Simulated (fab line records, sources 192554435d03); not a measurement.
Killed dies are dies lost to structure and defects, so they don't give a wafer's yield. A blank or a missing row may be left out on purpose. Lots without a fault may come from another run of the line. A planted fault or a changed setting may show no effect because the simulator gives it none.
A struck lot beside a sound one | flow n5_finfet | 36 steps out of a route of 1938
Sound: wafers L356.3, L356.5, L356.6. Struck: wafers L359.1, L359.2, L359.4. The cause comes at the end.
At each step with rows: each side's tool, then ch and its chambers, then its first start. Under that, the readings that differ: sound wafers | struck wafers | difference of the means | sigmas: that difference in standard deviations of wafers without a fault.
alike: readings whose means differ by less than 2 such deviations, and words and numbers that are the same on both sides. not compared: withheld readings, readings that some wafer has no value for, bounds like >300 that may hide the same value, and numbers for which the record gives no deviation and whose values overlap.
The two part at a step that has a row with sigmas, a row that says differs or no value, or rows on one side only. Numbers that don't overlap but have no deviation are shown without sigmas and don't part them. A reading that every wafer of one side lacks parts them only if that side has two wafers or more.

first, 9 steps without rows for these wafers: N5_WELL_APT_HMDS_01 (time 60 s); N5_WELL_APT_COAT_02 (resist thk 950 nm); N5_WELL_APT_EBR_04; N5_WELL_APT_SOFTBAKE_03 (time 60 s); N5_WELL_APT_EXPOSE_05 (exposes mask NWELL, defocus 0 nm, target cd 200 nm); N5_WELL_APT_PEB_06 (peb time 90 s); N5_WELL_APT_DEVELOP_07 (develop time 45 s); N5_WELL_APT_HARDBAKE_12 (time 120 s); N5_WELL_APT_DESCUM_13 (chemistry O2, time 7.9 s).
N5_WELL_APT_IMPLANT_14:
  sound on implanter-01 ch 0, day 5 08:46; struck on implanter-01 ch 0, day 6 01:56
  reading            | sound                           | struck                          | difference  | sigmas
  dose_ions_cm2      | 1.5011e+13 1.5014e+13 1.501e+13 | 1.3922e+13 1.393e+13 1.3915e+13 | -1.0893e+12 | -68
  faraday_current_uA | 190 187 195                     | 177 174 185                     | -12         | -3
  alike: beam_energy_keV
then, 25 steps without rows for these wafers: N5_WELL_APT_IMPLANT_15; N5_WELL_APT_STRIP_16 (strips in SPM, time 900 s); N5_WELL_APT_HMDS_18 (time 60 s); N5_WELL_APT_COAT_19 (resist thk 950 nm); N5_WELL_APT_EBR_21; N5_WELL_APT_SOFTBAKE_20 (time 60 s); N5_WELL_APT_EXPOSE_22 (exposes mask PWELL, defocus 0 nm, target cd 200 nm); N5_WELL_APT_PEB_23 (peb time 90 s); N5_WELL_APT_DEVELOP_24 (develop time 45 s); N5_WELL_APT_HARDBAKE_29 (time 120 s); N5_WELL_APT_DESCUM_30 (chemistry O2, time 7.9 s); N5_WELL_APT_IMPLANT_31; N5_WELL_APT_IMPLANT_32; N5_WELL_APT_STRIP_33 (strips in SPM, time 900 s); N5_WELL_APT_RTA_34 (time 10 s); N5_WELL_APT_OXIDE_STRIP_42 (strips SiO2 in dHF, time 45 s, target depth 12 nm); N5_WELL_APT_PRECLEAN_36 (cleans in O3/DIW, time 45 s); N5_WELL_APT_PRECLEAN_39 (cleans in dHF, time 60 s); N5_WELL_APT_SRD_37 (time 30 s); N5_WELL_APT_EPI_41 (deposits Si from SiH4/H2, target thk 50 nm, time 297.7 s); N5_PMOS_HMC_CHANNEL_EPI_HM_DEP_34 (deposits SiO2 from TEOS/O2, target thk 36 nm, time 6.9 s); N5_PMOS_HMC_CHANNEL_EPI_COAT_31 (time 60 s, resist thk 66 nm); N5_PMOS_HMC_CHANNEL_EPI_COAT_03 (resist thk 205 nm); N5_PMOS_HMC_CHANNEL_EPI_EBR_05; N5_PMOS_HMC_CHANNEL_EPI_SOFTBAKE_04 (time 60 s).
-- the record jumps here: 6 days lie between the struck wafers' starts before and after (it left off in module PMOS_HMC_CHANNEL_EPI and takes up again in module BEOL_M4, whose first step shown is number 1111 of the route) --
N5_BEOL_M4_RC_MEAS_101:
  sound on prober-02 ch 0, day 11 09:20; struck on prober-02 ch 0, day 12 10:51
  reading           | sound          | struck    | difference | sigmas
  DIBL_N (mV/V)     | 36.2 35.1 34.9 | 37.9 38.8 | +2.9       | +2
  ION_N (uA/um)     | 669 681 668    | 693 691   | +19        | +2
  RS_NWELL (ohm/sq) | 1036 1032 1034 | 1082 1078 | +46        | +7
  alike: DIBL_P, IOFF_N, IOFF_P, ION_P, SS_N, SS_P, VT_N, VT_P

WHERE THEY PART
First at N5_WELL_APT_IMPLANT_14; last, within this record, at N5_BEOL_M4_RC_MEAS_101.

WHY: what the simulator had put in
Process parameter drift: implanter-01, from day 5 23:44 on, at N5_WELL_APT_IMPLANT_14. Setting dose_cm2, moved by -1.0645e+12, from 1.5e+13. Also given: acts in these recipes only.
